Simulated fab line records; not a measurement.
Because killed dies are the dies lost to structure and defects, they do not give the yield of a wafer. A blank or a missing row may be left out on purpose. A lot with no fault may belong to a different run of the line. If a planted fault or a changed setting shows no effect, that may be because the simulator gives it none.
Matching of chambers ; flow nand_harc ; NHARC_A_CHANNEL_FILL_D1_CMP_10 on cmp-03: 4 sister chambers
The step polishes, target thk 150 nm. 4 wafers are shown with their chamber, then 7 later ones without.

== WAFERS, EACH WITH ITS CHAMBER ==
wafer;chamber;motor_current_A (A)
L076.2;0;12.8
L088.1;1;10.9
L091.1;2;13.5
L091.3;3;11.2

== WAFERS WITHOUT THEIR CHAMBER ==
wafer;motor_current_A (A)
L091.5;10.6
L092.1;11.2
L092.4;12.8
L092.6;11.0
L094.3;12.6
L094.4;11.7
L094.6;10.1

== THE CHAMBER EACH PASSED THROUGH ==
wafer;from the rows above;in truth
L091.5;can't be placed: 1 or 3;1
L092.1;can't be placed: 3 or 1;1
L092.4;can't be placed: 0 or 2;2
L092.6;can't be placed: 1 or 3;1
L094.3;can't be placed: 0 or 2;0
L094.4;can't be placed: 3 or 1 or 0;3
L094.6;can't be placed: 1 or 3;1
Placed correctly: 0 of 7. From these rows, 7 cannot be placed; in 7 the true chamber is one of the candidates. Wrongly placed: 0.
How it was worked out, from the rows above alone: a wafer's distance from a chamber is the root of the sum, over the readings, of the square of ((its reading less the chamber's mean) divided by the reading's scatter). The wafer belongs to the nearest chamber; if the next one is less than 2 further off, it can't be placed. The mean given for a chamber averages the wafers shown for that chamber. The scatter: with one shown wafer a chamber, the root of the mean of the squares of how far each hidden wafer lies from its nearest shown one.
